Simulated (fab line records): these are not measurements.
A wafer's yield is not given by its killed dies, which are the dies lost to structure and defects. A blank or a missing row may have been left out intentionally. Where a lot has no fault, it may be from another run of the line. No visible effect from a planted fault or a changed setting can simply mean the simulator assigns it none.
fab line records	flow n5_finfet
record lots=24	wafers=72	last_day=18
route steps=1938 shown BEOL_M5@1131 BEOL_M6@1197
lots that met no fault: from a run of the same line without faults
start_h: the number of hours between the record's first day and the start of the first shown wafer of the lot	wait_h: hours since the lot's step before	" as in the row above	L1.1+2: a single row standing in for several wafers	- no value, or no start was given	* or withheld: withheld	< > ~ a bound
route shown NAME@n: a module of which the file shows steps, and the number in the route of the first	usual: the fault-free wafers' mean and standard deviation	same: alike in all rows	chamber/n: place in a boat	sites: readings site by site	_std_site: standard deviation across them	_edge_site: mean of outer sites minus mean of inner sites	radius_mm: how far each site lies from the wafer's centre	mask NAME#n: copy n	behind: tool/chamber where the wafer was last shaped	hold: why the lot was held/for how many hours/how that ended	device: the transistor (n, p or np) that didn't switch	end of line: tests run on the same wafers once the route is complete	where a step has no rows: the recipe by itself	killed: the dies lost at the first sort to structure and to defects; this is not the yield of the wafer	map: per-die view of a wafer (x killed, . not killed, _ where there is no die)
set.NAME: the run value of the setting; set.NAME@STEP: its run value at that earlier step	model.NAME: the simulator's own value behind a step, which no gauge read
steps of the route over a sample of lots; a table a step, a row a wafer
services: the hour from which a tool's chamber was out of use, counted from the record's first day as start_h (under 0 if before that day), plus the number of hours and why
## steps
# step N5_BEOL_M5_ETCH_61
# recipe chemistry=CF4	target=SiARC	target_depth_a=156	mask_material=CAR-EUV	time_s=26	ion_energy_ev=80	pressure_mtorr=40	source_w=545	bias_w=36	Ar_flow_sccm=100	cf4_flow_sccm=100	ends=cleared
# usual drypump_motor_current_A=5.8/0.6	etch_rf_on_time_s=25.7/0.32	oes_product_au=0.69/0.084	rf_vpp_V=184.2/1.2	showerhead_plenum_p_Torr=2.15/0.077	throttle_valve_pct=15.58/0.17
lot.wafer	tool	chamber	start_h	wait_h	drypump_motor_current_A	etch_rf_on_time_s	oes_product_au	rf_hours_counter_h	rf_vpp_V	showerhead_plenum_p_Torr	throttle_valve_pct
L074.3	rie_diel-04	3	174.24	0.0	6.7	25.6	0.59	213	181.4	2.04	15.54
L074.4	"	2	"	"	6.1	25.8	0.61	225	183.4	2.12	15.79
L074.5	"	3	"	"	6.8	25.6	0.59	-	183.6	2.04	15.55
L075.1	rie_diel-03	0	176.45	0.0	5.1	25.5	0.63	164	181.8	2.06	15.53
L075.3	"	3	"	"	6.4	25.6	0.80	9	185.5	2.28	15.22
L075.6	"	2	"	"	5.5	25.5	0.63	-	185.6	2.13	15.74
L076.1	rie_diel-03	2	187.69	0.0	5.4	26.2	0.63	187	182.8	2.13	15.75
L076.3	"	3	"	"	6.4	26.2	0.78	13	184.5	2.28	15.25
L076.4	"	0	"	"	5.1	26.0	0.63	168	183.5	2.06	15.52
L079.1	rie_diel-04	1	195.19	0.0	5.4	25.2	0.81	12	184.2	2.19	15.47
L079.4	"	0	"	"	5.3	25.6	0.66	-	184.9	2.22	15.79
L079.6	"	2	"	"	6.1	25.8	0.60	-	183.1	2.11	15.82
L077.1	rie_diel-01	0	198.69	0.0	5.8	25.6	0.79	29	186.7	2.27	15.32
L077.3	"	2	"	"	6.6	25.3	0.85	1	183.5	2.10	15.48
L077.6	"	3	"	"	6.2	25.9	0.66	-	183.3	2.07	15.44
L078.1	rie_diel-03	2	202.03	0.0	5.4	25.6	0.63	192	183.9	2.13	15.77
L078.4	"	0	"	"	5.1	25.4	0.63	173	183.5	2.06	15.53
L078.5	"	3	"	"	6.4	25.4	0.78	-	184.9	2.27	15.24
L080.1	rie_diel-04	2	204.58	0.0	6.1	26.2	0.60	236	184.1	2.11	15.83
L080.3	"	0	"	"	5.4	25.9	0.65	167	184.7	2.22	15.78
L080.5	"	3	"	"	6.8	25.8	0.58	-	182.5	2.04	15.55
L081.1	rie_diel-03	0	220.84	0.0	5.1	25.8	0.61	178	183.7	2.05	15.57
L081.2	"	2	"	"	5.5	25.8	0.62	199	183.1	2.13	15.76
L081.5	"	2	"	"	5.5	25.8	0.63	-	183.7	2.13	15.78
L082.1	rie_diel-04	3	228.07	0.0	6.7	25.8	0.58	227	183.0	2.03	15.56
L082.5	"	1	"	"	5.4	25.4	0.77	-	185.2	2.19	15.49
L082.6	"	0	"	"	5.4	26.3	0.64	-	184.8	2.22	15.79
L083.4	rie_diel-03	2	237.97	0.0	5.5	25.4	0.62	206	185.5	2.13	15.79
L083.5	"	2	"	"	5.5	25.7	0.61	-	182.0	2.13	15.77
L083.6	"	3	"	"	6.4	25.8	0.75	-	186.5	2.27	15.26
L084.2	rie_diel-03	3	246.60	0.0	6.4	26.0	0.74	33	187.3	2.27	15.27
L084.4	"	0	"	"	5.1	25.8	0.61	188	183.5	2.05	15.55
L084.5	"	0	"	"	5.1	25.9	0.61	-	183.1	2.05	15.56
L086.1	rie_diel-04	0	248.41	0.0	5.4	26.0	0.64	181	185.9	2.22	15.82
L086.2	"	1	"	"	5.4	25.4	0.76	28	183.1	2.19	15.48
L086.3	"	3	"	"	6.7	26.0	0.57	235	182.6	2.03	15.58
L085.2	rie_diel-01	0	252.14	0.0	5.9	25.4	0.77	45	186.8	2.26	15.35
L085.4	"	1	"	"	4.7	25.6	0.78	20	184.4	2.19	15.51
L085.6	"	2	"	"	6.6	25.2	0.79	-	182.3	2.10	15.51
L087.1	rie_diel-04	1	252.86	0.0	5.4	25.3	0.77	29	183.9	2.19	15.50
L087.2	"	3	"	"	6.7	26.0	0.57	236	182.4	2.03	15.59
L087.6	"	3	"	"	6.7	26.1	0.57	-	182.7	2.03	15.59
L088.1	rie_diel-03	3	255.71	0.0	6.4	26.3	0.74	36	185.8	2.27	15.27
L088.4	"	2	"	"	5.4	26.1	0.61	211	183.8	2.12	15.81
L088.6	"	2	"	"	5.4	26.1	0.61	-	184.5	2.12	15.81
L090.3	rie_diel-04	2	271.63	0.0	6.1	25.8	0.85	2	183.0	2.11	15.37
L090.4	"	1	"	"	5.4	25.4	0.76	35	184.5	2.19	15.49
L090.5	"	3	"	"	6.8	25.7	0.57	-	183.4	2.03	15.62
L089.2	rie_diel-03	0	279.24	0.0	5.1	26.0	0.60	199	184.0	2.05	15.59
L089.3	"	2	"	"	5.5	26.1	0.60	219	182.8	2.12	15.80
L089.5	"	2	"	"	5.4	25.8	0.61	-	185.1	2.12	15.81
L091.2	rie_diel-01	2	279.47	0.0	6.5	25.2	0.78	21	183.0	2.10	15.53
L091.4	"	3	"	"	6.2	25.7	0.64	139	181.7	2.06	15.48
L091.6	"	2	"	"	6.6	25.3	0.78	-	184.4	2.10	15.52
L092.2	rie_diel-04	3	282.09	0.0	6.8	25.8	0.57	246	182.6	2.03	15.60
L092.3	"	1	"	"	5.4	25.3	0.76	38	184.2	2.18	15.52
L092.5	"	1	"	"	5.4	25.4	0.76	-	184.0	2.18	15.50
L094.1	rie_diel-04	3	289.66	0.0	6.8	25.8	0.57	248	183.5	2.03	15.63
L094.3	"	2	"	"	6.1	25.6	0.83	7	185.1	2.11	15.37
L094.4	"	0	"	"	5.4	25.9	0.63	194	185.3	2.21	15.81
L093.1	rie_diel-04	0	290.37	0.0	5.4	26.0	0.63	194	185.5	2.21	15.85
L093.4	"	1	"	"	5.4	25.4	0.76	40	184.1	2.18	15.51
L093.6	"	2	"	"	6.1	25.9	0.83	-	184.7	2.11	15.37
L095.2	rie_diel-01	2	307.25	0.0	6.5	25.5	0.76	30	182.6	2.09	15.54
L095.3	"	3	"	"	6.2	25.9	0.64	144	183.9	2.06	15.48
L095.4	"	1	"	"	4.7	25.5	0.76	37	185.2	2.18	15.54
L096.3	rie_diel-01	2	310.27	0.0	6.6	25.4	0.76	31	184.2	2.09	15.53
L096.4	"	0	"	"	5.9	25.1	0.75	63	184.7	2.25	15.40
L096.5	"	1	"	"	4.7	25.4	0.76	-	186.1	2.18	15.54
L097.2	rie_diel-01	3	313.72	0.0	6.2	26.0	0.63	146	182.6	2.06	15.49
L097.3	"	2	"	"	6.6	25.3	0.76	33	184.0	2.09	15.55
L097.4	"	0	"	"	5.9	25.5	0.74	64	184.8	2.25	15.40
# step N5_BEOL_M5_OVL_MEAS_29
# recipe points_per_wafer=522
# usual V4_OVL=0.4/0.72
lot.wafer	tool	chamber	start_h	wait_h	V4_OVL[nm]
L074.3	overlay-02	0	175.88	0.0	0.9
L074.4	"	0	"	"	0.1
L074.5	"	0	"	"	-0.2
L075.1	overlay-02	0	181.88	0.0	1.2
L075.3	"	0	"	"	0.0
L075.6	"	0	"	"	0.5
L076.1	overlay-01	0	188.61	0.0	-0.2
L076.3	"	0	"	"	-0.4
L076.4	"	0	"	"	0.5
L079.1	overlay-01	0	197.24	0.0	-0.1
L079.4	"	0	"	"	0.8
L079.6	"	0	"	"	0.3
L077.1	overlay-01	0	200.17	0.0	0.2
L077.3	"	0	"	"	-0.5
L077.6	"	0	"	"	-0.7
L078.1	overlay-02	0	202.94	0.0	1.1
L078.4	"	0	"	"	1.2
L078.5	"	0	"	"	-0.1
L080.1	overlay-01	0	209.26	0.0	-0.2
L080.3	"	0	"	"	-0.1
L080.5	"	0	"	"	0.3
L081.1	overlay-02	0	222.53	0.0	0.2
L081.2	"	0	"	"	1.0
L081.5	"	0	"	"	-0.1
L082.1	overlay-02	0	229.25	0.1	0.8
L082.5	"	0	"	"	1.8
L082.6	"	0	"	"	1.7
L083.4	overlay-01	0	238.92	0.0	0.4
L083.5	"	0	"	"	-0.5
L083.6	"	0	"	"	0.0
L084.2	overlay-02	0	247.75	0.0	-1.3
L084.4	"	0	"	"	0.2
L084.5	"	0	"	"	0.0
L086.1	overlay-01	0	251.36	0.0	0.0
L086.2	"	0	"	"	-0.3
L086.3	"	0	"	"	0.1
L087.1	overlay-02	0	253.87	0.0	1.5
L087.2	"	0	"	"	1.0
L087.6	"	0	"	"	0.6
L085.2	overlay-01	0	254.78	0.0	0.6
L085.4	"	0	"	"	0.3
L085.6	"	0	"	"	1.3
L088.1	overlay-01	0	257.21	0.0	1.2
L088.4	"	0	"	"	0.6
L088.6	"	0	"	"	0.9
L090.3	overlay-01	0	272.56	0.0	0.5
L090.4	"	0	"	"	0.6
L090.5	"	0	"	"	1.3
L089.2	overlay-02	0	279.96	0.0	-0.6
L089.3	"	0	"	"	-0.1
L089.5	"	0	"	"	-0.4
L091.2	overlay-02	0	281.52	0.0	0.6
L091.4	"	0	"	"	0.3
L091.6	"	0	"	"	0.6
L092.2	overlay-02	0	285.42	0.0	1.5
L092.3	"	0	"	"	2.0
L092.5	"	0	"	"	1.2
L094.1	overlay-02	0	291.63	0.0	0.5
L094.3	"	0	"	"	1.2
L094.4	"	0	"	"	1.7
L093.1	overlay-01	0	291.71	0.0	1.7
L093.4	"	0	"	"	1.5
L093.6	"	0	"	"	0.7
L095.2	overlay-01	0	308.57	0.0	-0.6
L095.3	"	0	"	"	0.0
L095.4	"	0	"	"	0.3
L096.3	overlay-02	0	312.29	0.0	0.4
L096.4	"	0	"	"	0.6
L096.5	"	0	"	"	0.3
L097.2	overlay-02	0	314.92	0.0	-0.6
L097.3	"	0	"	"	-0.6
L097.4	"	0	"	"	0.0
# step N5_BEOL_M5_ANNEAL_49
# recipe temp_c=400	time_s=1800	ambient=vacuum
# usual heater_power_w=789/69
lot.wafer	tool	chamber	start_h	wait_h	heater_power_w
L074.3	pvd_sputter-01	-	178.10	0.0	693
L074.4	"	-	"	"	870
L074.5	"	-	"	"	821
L075.1	pvd_sputter-01	-	184.43	0.0	818
L075.3	"	-	"	"	678
L075.6	"	-	"	"	674
L076.1	pvd_sputter-01	-	191.22	0.0	676
L076.3	"	-	"	"	791
L076.4	"	-	"	"	872
L079.1	pvd_sputter-01	-	199.14	0.0	787
L079.4	"	-	"	"	781
L079.6	"	-	"	"	767
L077.1	pvd_sputter-02	-	203.72	0.0	841
L077.3	"	-	"	"	924
L077.6	"	-	"	"	802
L078.1	pvd_sputter-01	-	205.60	0.0	781
L078.4	"	-	"	"	810
L078.5	"	-	"	"	679
L080.1	pvd_sputter-02	-	211.47	0.0	799
L080.3	"	-	"	"	702
L080.5	"	-	"	"	794
L081.1	pvd_sputter-03	-	226.06	0.0	701
L081.2	"	-	"	"	777
L081.5	"	-	"	"	823
L082.1	pvd_sputter-02	-	233.05	0.0	698
L082.5	"	-	"	"	806
L082.6	"	-	"	"	701
L083.4	pvd_sputter-01	-	241.00	0.0	692
L083.5	"	-	"	"	861
L083.6	"	-	"	"	659
L084.2	pvd_sputter-03	-	251.75	0.0	775
L084.4	"	-	"	"	712
L084.5	"	-	"	"	716
L086.1	pvd_sputter-02	-	253.57	0.0	917
L086.2	"	-	"	"	687
L086.3	"	-	"	"	851
L087.1	pvd_sputter-01	-	256.27	0.0	885
L087.2	"	-	"	"	803
L087.6	"	-	"	"	795
L085.2	pvd_sputter-03	-	257.28	0.0	697
L085.4	"	-	"	"	817
L085.6	"	-	"	"	716
L088.1	pvd_sputter-02	-	259.88	0.0	795
L088.4	"	-	"	"	943
L088.6	"	-	"	"	798
L090.3	pvd_sputter-01	-	274.88	0.0	821
L090.4	"	-	"	"	860
L090.5	"	-	"	"	792
L089.2	pvd_sputter-03	-	282.02	0.0	807
L089.3	"	-	"	"	732
L089.5	"	-	"	"	833
L091.2	pvd_sputter-02	-	285.83	0.0	726
L091.4	"	-	"	"	957
L091.6	"	-	"	"	707
L092.2	pvd_sputter-03	-	287.67	0.0	728
L092.3	"	-	"	"	726
L092.5	"	-	"	"	734
L093.1	pvd_sputter-02	-	295.56	0.0	709
L093.4	"	-	"	"	804
L093.6	"	-	"	"	801
L094.1	pvd_sputter-01	-	295.67	0.0	851
L094.3	"	-	"	"	817
L094.4	"	-	"	"	686
L095.2	pvd_sputter-01	-	310.84	0.0	780
L095.3	"	-	"	"	822
L095.4	"	-	"	"	871
L096.3	pvd_sputter-02	-	314.01	0.0	712
L096.4	"	-	"	"	800
L096.5	"	-	"	"	810
L097.2	pvd_sputter-02	-	319.21	0.0	707
L097.3	"	-	"	"	801
L097.4	"	-	"	"	900
# step N5_BEOL_M6_PECVD_70
# recipe material=SiO2	target_thk_a=200	temp_c=400	precursor=TEOS/O2	pressure_torr=5.5	rf_w=450	teos_flow_sccm=53.8	gas=O2	flow_sccm=3000	time_s=22.7
# usual heater_power_w=743/130	showerhead_plenum_p_Torr=8.79/0.039	throttle_valve_pct=22.2/1.4
lot.wafer	tool	chamber	start_h	wait_h	heater_power_w	showerhead_plenum_p_Torr	throttle_valve_pct
L074.3	pecvd-03	0	184.10	0.0	582	8.80	23.9
L074.4	"	0	"	"	589	8.80	24.2
L074.5	"	1	"	"	691	8.81	24.9
L075.1	pecvd-03	0	190.47	0.0	551	8.80	24.2
L075.3	"	0	"	"	534	8.81	23.9
L075.6	"	1	"	"	629	8.80	25.1
L076.1	pecvd-04	0	197.79	0.1	838	8.85	20.3
L076.3	"	2	"	"	746	8.76	22.2
L076.4	"	0	"	"	829	8.84	20.6
L079.1	pecvd-04	1	206.16	0.1	999	8.70	21.5
L079.4	"	0	"	"	812	8.86	20.3
L079.6	"	0	"	"	809	8.84	20.6
L077.1	pecvd-02	1	209.77	0.0	748	8.77	22.6
L077.3	"	0	"	"	748	8.82	22.2
L077.6	"	0	"	"	761	8.79	22.1
L078.1	pecvd-02	1	211.67	0.0	855	8.76	22.7
L078.4	"	1	"	"	883	8.75	22.6
L078.5	"	2	"	"	516	8.79	20.6
L080.1	pecvd-02	0	222.51	0.0	724	8.81	22.2
L080.3	"	1	"	"	750	8.76	22.4
L080.5	"	2	"	"	558	8.79	20.5
L081.1	pecvd-03	1	232.31	0.0	656	8.77	24.8
L081.2	"	0	"	"	532	8.81	24.0
L081.5	"	0	"	"	559	8.77	24.0
L082.1	pecvd-02	0	239.12	0.0	749	8.80	22.1
L082.5	"	2	"	"	538	8.79	20.5
L082.6	"	0	"	"	721	8.83	22.2
L083.4	pecvd-02	1	247.48	0.1	829	8.77	22.7
L083.5	"	2	"	"	575	8.79	20.7
L083.6	"	0	"	"	634	8.82	22.5
L084.2	pecvd-03	2	258.17	0.0	781	8.79	22.5
L084.4	"	1	"	"	681	8.82	24.9
L084.5	"	0	"	"	535	8.80	23.8
L086.1	pecvd-02	1	259.62	0.0	866	8.77	22.5
L086.2	"	2	"	"	571	8.81	20.4
L086.3	"	0	"	"	722	8.80	22.3
L087.1	pecvd-04	0	262.37	0.0	883	8.86	20.8
L087.2	"	2	"	"	822	8.79	20.8
L087.6	"	2	"	"	813	8.80	20.4
L085.2	pecvd-04	2	263.28	0.0	849	8.78	20.4
L085.4	"	0	"	"	898	8.87	20.6
L085.6	"	2	"	"	860	8.75	20.6
L088.1	pecvd-04	1	265.88	0.0	838	8.69	21.8
L088.4	"	1	"	"	829	8.71	21.9
L088.6	"	2	"	"	841	8.76	20.5
L090.3	pecvd-04	1	280.92	0.0	876	8.71	21.7
L090.4	"	1	"	"	848	8.69	21.7
L090.5	"	0	"	"	856	8.86	20.9
L089.2	pecvd-02	2	288.03	0.0	523	8.79	20.6
L089.3	"	1	"	"	792	8.77	22.4
L089.5	"	2	"	"	501	8.80	20.5
L091.2	pecvd-04	1	291.86	0.0	1000	8.71	21.7
L091.4	"	2	"	"	873	8.75	20.7
L091.6	"	0	"	"	856	8.88	20.7
L092.2	pecvd-03	1	293.74	0.0	683	8.78	24.6
L092.3	"	0	"	"	587	8.77	24.1
L092.5	"	2	"	"	868	8.77	22.8
L093.1	pecvd-03	2	302.27	0.0	893	8.77	22.3
L093.4	"	1	"	"	612	8.79	24.7
L093.6	"	0	"	"	583	8.81	23.9
L094.1	pecvd-02	1	302.68	0.0	880	8.80	22.6
L094.3	"	2	"	"	627	8.80	20.5
L094.4	"	2	"	"	613	8.82	20.7
L095.2	pecvd-03	0	317.05	0.0	613	8.78	23.8
L095.3	"	1	"	"	675	8.80	24.8
L095.4	"	1	"	"	685	8.79	24.8
L096.3	pecvd-03	1	320.02	0.0	681	8.76	24.8
L096.4	"	1	"	"	699	8.79	25.1
L096.5	"	2	"	"	811	8.76	22.7
L097.2	pecvd-02	0	325.36	0.0	616	8.81	22.2
L097.3	"	2	"	"	602	8.81	20.7
L097.4	"	0	"	"	606	8.82	22.4
# step N5_BEOL_M6_HM_DEP_02
# recipe material=TiN	target_thk_a=200	temp_c=25	chamber_pressure_pa=0.49996
# usual throttle_valve_pct=29.8/0.92
lot.wafer	tool	chamber	start_h	wait_h	throttle_valve_pct
L074.3	pvd_sputter-03	-	184.79	0.7	31.1
L074.4	"	-	"	"	30.4
L074.5	"	-	"	"	30.4
L075.1	pvd_sputter-02	-	190.98	0.5	29.1
L075.3	"	-	"	"	29.8
L075.6	"	-	"	"	29.8
L076.1	pvd_sputter-02	-	198.21	0.4	29.1
L076.3	"	-	"	"	28.8
L076.4	"	-	"	"	30.0
L079.1	pvd_sputter-01	-	209.95	3.8	29.2
L079.4	"	-	"	"	30.7
L079.6	"	-	"	"	29.1
L077.1	pvd_sputter-02	-	210.31	0.5	28.9
L077.3	"	-	"	"	28.8
L077.6	"	-	"	"	29.7
L078.1	pvd_sputter-01	-	212.97	1.3	31.6
L078.4	"	-	"	"	30.0
L078.5	"	-	"	"	31.6
L080.1	pvd_sputter-02	-	223.48	1.0	28.8
L080.3	"	-	"	"	29.0
L080.5	"	-	"	"	30.0
L081.1	pvd_sputter-01	-	233.57	1.2	30.7
L081.2	"	-	"	"	29.4
L081.5	"	-	"	"	31.6
L082.1	pvd_sputter-01	-	239.21	0.1	29.1
L082.5	"	-	"	"	31.5
L082.6	"	-	"	"	29.1
L083.4	pvd_sputter-01	-	248.07	0.6	29.9
L083.5	"	-	"	"	30.0
L083.6	"	-	"	"	29.0
L084.2	pvd_sputter-02	-	259.02	0.8	28.7
L084.4	"	-	"	"	29.6
L084.5	"	-	"	"	29.0
L086.1	pvd_sputter-01	-	260.98	1.3	28.9
L086.2	"	-	"	"	31.5
L086.3	"	-	"	"	30.1
L087.1	pvd_sputter-02	-	264.30	1.9	28.6
L087.2	"	-	"	"	28.8
L087.6	"	-	"	"	28.6
L085.2	pvd_sputter-01	-	264.66	1.4	30.7
L085.4	"	-	"	"	28.9
L085.6	"	-	"	"	31.9
L088.1	pvd_sputter-02	-	268.67	2.8	28.6
L088.4	"	-	"	"	29.0
L088.6	"	-	"	"	28.7
L090.3	pvd_sputter-03	-	281.40	0.5	30.5
L090.4	"	-	"	"	29.6
L090.5	"	-	"	"	30.7
L089.2	pvd_sputter-01	-	288.99	0.9	30.8
L089.3	"	-	"	"	30.0
L089.5	"	-	"	"	31.8
L091.2	pvd_sputter-02	-	292.80	0.9	29.0
L091.4	"	-	"	"	28.9
L091.6	"	-	"	"	28.5
L092.2	pvd_sputter-03	-	295.91	2.2	30.5
L092.3	"	-	"	"	30.7
L092.5	"	-	"	"	29.9
L093.1	pvd_sputter-03	-	303.31	1.0	31.0
L093.4	"	-	"	"	29.7
L093.6	"	-	"	"	29.6
L094.1	pvd_sputter-03	-	303.41	0.7	30.0
L094.3	"	-	"	"	30.2
L094.4	"	-	"	"	29.9
L095.2	pvd_sputter-02	-	318.79	1.7	28.8
L095.3	"	-	"	"	29.0
L095.4	"	-	"	"	28.6
L096.3	pvd_sputter-01	-	320.75	0.7	29.3
L096.4	"	-	"	"	31.4
L096.5	"	-	"	"	29.3
L097.2	pvd_sputter-02	-	325.74	0.4	28.7
L097.3	"	-	"	"	28.8
L097.4	"	-	"	"	29.0
# step N5_BEOL_M6_OVL_MEAS_12
# recipe points_per_wafer=44
# usual M6_OVL=-0.5/0.58
lot.wafer	tool	chamber	start_h	wait_h	M6_OVL[nm]
L074.3	overlay-02	0	185.32	0.0	-0.6
L074.4	"	0	"	"	0.1
L074.5	"	0	"	"	-0.4
L075.1	overlay-02	0	191.50	0.0	-0.6
L075.3	"	0	"	"	-0.5
L075.6	"	0	"	"	-0.3
L076.1	overlay-02	0	198.74	0.0	1.1
L076.3	"	0	"	"	-0.6
L076.4	"	0	"	"	0.3
L079.1	overlay-02	0	210.48	0.0	-0.7
L079.4	"	0	"	"	-0.7
L079.6	"	0	"	"	-2.0
L077.1	overlay-01	0	210.83	0.0	-1.5
L077.3	"	0	"	"	-1.4
L077.6	"	0	"	"	-1.5
L078.1	overlay-02	0	213.50	0.0	0.4
L078.4	"	0	"	"	0.2
L078.5	"	0	"	"	-0.9
L080.1	overlay-02	0	224.01	0.0	0.3
L080.3	"	0	"	"	-0.3
L080.5	"	0	"	"	-1.0
L081.1	overlay-02	0	233.97	0.0	-0.7
L081.2	"	0	"	"	-0.3
L081.5	"	0	"	"	-0.2
L082.1	overlay-01	0	239.74	0.0	-1.2
L082.5	"	0	"	"	-0.7
L082.6	"	0	"	"	-0.7
L083.4	overlay-02	0	248.48	0.0	0.1
L083.5	"	0	"	"	-0.7
L083.6	"	0	"	"	-0.6
L084.2	overlay-01	0	259.54	0.0	-1.4
L084.4	"	0	"	"	-1.2
L084.5	"	0	"	"	-0.1
L086.1	overlay-02	0	261.51	0.0	-0.9
L086.2	"	0	"	"	0.0
L086.3	"	0	"	"	0.2
L087.1	overlay-01	0	264.83	0.0	-0.9
L087.2	"	0	"	"	-0.2
L087.6	"	0	"	"	-0.5
L085.2	overlay-02	0	265.06	0.0	-0.1
L085.4	"	0	"	"	-0.4
L085.6	"	0	"	"	-1.0
L088.1	overlay-02	0	269.20	0.0	-0.2
L088.4	"	0	"	"	0.4
L088.6	"	0	"	"	-0.1
L090.3	overlay-02	0	281.81	0.0	-0.4
L090.4	"	0	"	"	-0.9
L090.5	"	0	"	"	-1.0
L089.2	overlay-02	0	289.51	0.0	-0.4
L089.3	"	0	"	"	-1.3
L089.5	"	0	"	"	-0.7
L091.2	overlay-02	0	293.20	0.0	-1.0
L091.4	"	0	"	"	-1.4
L091.6	"	0	"	"	0.1
L092.2	overlay-02	0	296.32	0.0	-0.6
L092.3	"	0	"	"	-0.6
L092.5	"	0	"	"	-1.0
L093.1	overlay-01	0	303.84	0.0	0.9
L093.4	"	0	"	"	0.2
L093.6	"	0	"	"	1.0
L094.1	overlay-02	0	304.00	0.0	-0.1
L094.3	"	0	"	"	-0.4
L094.4	"	0	"	"	-0.3
L095.2	overlay-01	0	319.20	0.0	-1.1
L095.3	"	0	"	"	-1.5
L095.4	"	0	"	"	-0.7
L096.3	overlay-01	0	321.15	0.0	-0.6
L096.4	"	0	"	"	-1.0
L096.5	"	0	"	"	-0.4
L097.2	overlay-01	0	331.14	0.0	-0.9
L097.3	"	0	"	"	-1.2
L097.4	"	0	"	"	-0.6
## services
tool	chamber	start_h	hours	kind
rie_diel-04	0	161.53	6.6	repair
rie_diel-03	1	175.27	12.3	repair
pecvd-02	-	181.36	28.1	pm
pecvd-04	-	181.78	1.6	repair
pecvd-03	2	185.47	8.2	repair
pecvd-03	-	193.15	14.6	pm
rie_diel-04	3	193.45	8.9	repair
rie_diel-04	-	211.67	2.8	pm
rie_diel-01	-	217.33	9.7	repair
rie_diel-04	-	217.33	2.1	repair
pecvd-03	-	228.69	2.8	pm
rie_diel-01	-	229.97	2.8	pm
rie_diel-04	1	239.23	6.4	repair
rie_diel-04	2	247.20	-	clean
rie_diel-04	2	247.20	-	consumable_replace:focus_ring
rie_diel-04	2	247.20	17.3	scheduled_down
rie_diel-04	2	247.20	17.3	vent_cycle
pecvd-03	1	280.50	2.5	repair
rie_diel-01	3	284.47	7.4	repair
rie_diel-04	3	295.36	-	clean
rie_diel-04	3	295.36	-	consumable_replace:focus_ring
rie_diel-04	3	295.36	-	consumable_replace:showerhead
rie_diel-04	3	295.36	27.3	scheduled_down
rie_diel-04	3	295.36	27.3	vent_cycle
## key
fault none
